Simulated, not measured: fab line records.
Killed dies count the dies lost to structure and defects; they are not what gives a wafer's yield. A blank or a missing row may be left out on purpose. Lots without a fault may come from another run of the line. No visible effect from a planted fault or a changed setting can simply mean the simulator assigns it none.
Which tool is to blame? || flow n5 finfet || 24 wafers from 8 lots sampled at 3 of the route's 1938 steps

== WHAT THE GAUGES SHOWED, per wafer ==
N5_BEOL_M4_OCD_MEAS_38.
{"lot": "L940", "measured": "day 9 15:43", "on": "ocd-01", "trench depth nm (nm)": "55.3 53.8 55.2"}
{"lot": "L946", "measured": "day 11 07:22", "on": "ocd-01", "trench depth nm (nm)": "55.2 56.1 55.2"}
{"lot": "L944", "measured": "day 11 10:53", "on": "ocd-02", "trench depth nm (nm)": "56.7 59.6 55.8"}
{"lot": "L947", "measured": "day 11 15:41", "on": "ocd-02", "trench depth nm (nm)": "59.0 57.1 56.1"}
{"lot": "L951", "measured": "day 12 17:22", "on": "ocd-01", "trench depth nm (nm)": "53.3 55.4 57.0"}
{"lot": "L952", "measured": "day 12 20:15", "on": "ocd-02", "trench depth nm (nm)": "55.1 53.9 53.4"}
{"lot": "L953", "measured": "day 13 01:17", "on": "ocd-02", "trench depth nm (nm)": "53.9 53.6 56.4"}
{"lot": "L957", "measured": "day 13 19:08", "on": "ocd-02", "trench depth nm (nm)": "55.7 54.0 55.8"}

== WHAT TOOL EACH LOT RAN ON (gives the tool, then ch and the chambers of the sampled wafers, and finally the start) ==
{"lot": "L940", "N5_BEOL_M4_STRIP_19": "rie diel-01 ch 0,1,3, day 9 07:45", "N5_BEOL_M4_TRENCH_ETCH_37": "rie diel-01 ch 0,2,3, day 9 15:33"}
{"lot": "L946", "N5_BEOL_M4_STRIP_19": "rie diel-06 ch 0,2,3, day 11 00:04", "N5_BEOL_M4_TRENCH_ETCH_37": "rie diel-06 ch 0,1,3, day 11 07:13"}
{"lot": "L944", "N5_BEOL_M4_STRIP_19": "rie diel-06 ch 0,1,2, day 11 03:13", "N5_BEOL_M4_TRENCH_ETCH_37": "rie diel-06 ch 0,2,3, day 11 10:44"}
{"lot": "L947", "N5_BEOL_M4_STRIP_19": "rie diel-06 ch 1,2,3, day 11 04:13", "N5_BEOL_M4_TRENCH_ETCH_37": "rie diel-06 ch 0,3, day 11 15:32"}
{"lot": "L951", "N5_BEOL_M4_STRIP_19": "rie diel-06 ch 1,3, day 11 17:10", "N5_BEOL_M4_TRENCH_ETCH_37": "rie diel-03 ch 1,2,3, day 12 17:12"}
{"lot": "L952", "N5_BEOL_M4_STRIP_19": "rie diel-01 ch 1,2,3, day 12 04:55", "N5_BEOL_M4_TRENCH_ETCH_37": "rie diel-01 ch 0,2,3, day 12 20:05"}
{"lot": "L953", "N5_BEOL_M4_STRIP_19": "rie diel-01 ch 0,2,3, day 12 19:34", "N5_BEOL_M4_TRENCH_ETCH_37": "rie diel-01 ch 0,2,3, day 13 01:07"}
{"lot": "L957", "N5_BEOL_M4_STRIP_19": "rie diel-01 ch 2,3, day 12 20:49", "N5_BEOL_M4_TRENCH_ETCH_37": "rie diel-01 ch 0,3, day 13 18:59"}
- N5_BEOL_M4_STRIP_19: strips in O2.
- N5_BEOL_M4_TRENCH_ETCH_37: etches SiOC in C4F6/O2, target depth 55.555 nm, time 29.2 s.

== THE ANSWER, worked out from the rows above alone ==
Rule: the lots themselves supply what counts as usual. The widest of any qualifying gaps counts: lots, ordered by their means at a reading, are off when they make up no more than a third of the lots, leave a main group of 4 or more, and stand apart from it by 3 or more times the standard deviation of that group's means. The tables above print the reading to a certain number of digits; a main group whose means all agree to those digits is not used. A lot without any number at a reading at which 4 lots or more have one is off too. All remaining lots with rows at the step are treated as sound.
Off: L944, L947 (N5_BEOL_M4_OCD_MEAS_38, trench depth nm). Main group: mean 54.9 nm, sd 0.45.
If a tool, at a process step before that reading, ran all the lots that are off and no sound lot after the first of them, it fits. Gauges at N5_BEOL_M4_OCD_MEAS_38: tried the same way as those tools. One fits: N5_BEOL_M4_TRENCH_ETCH_37 on rie diel-06. Its last sound lot is L946 (day 11 07:13), its first lot that is off L944 (day 11 10:44): a fault that began between those two fits.

== WHAT THE SIMULATOR PUT IN ==
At N5_BEOL_M4_TRENCH_ETCH_37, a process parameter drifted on rie diel-06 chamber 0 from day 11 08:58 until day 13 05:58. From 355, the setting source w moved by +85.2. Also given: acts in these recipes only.
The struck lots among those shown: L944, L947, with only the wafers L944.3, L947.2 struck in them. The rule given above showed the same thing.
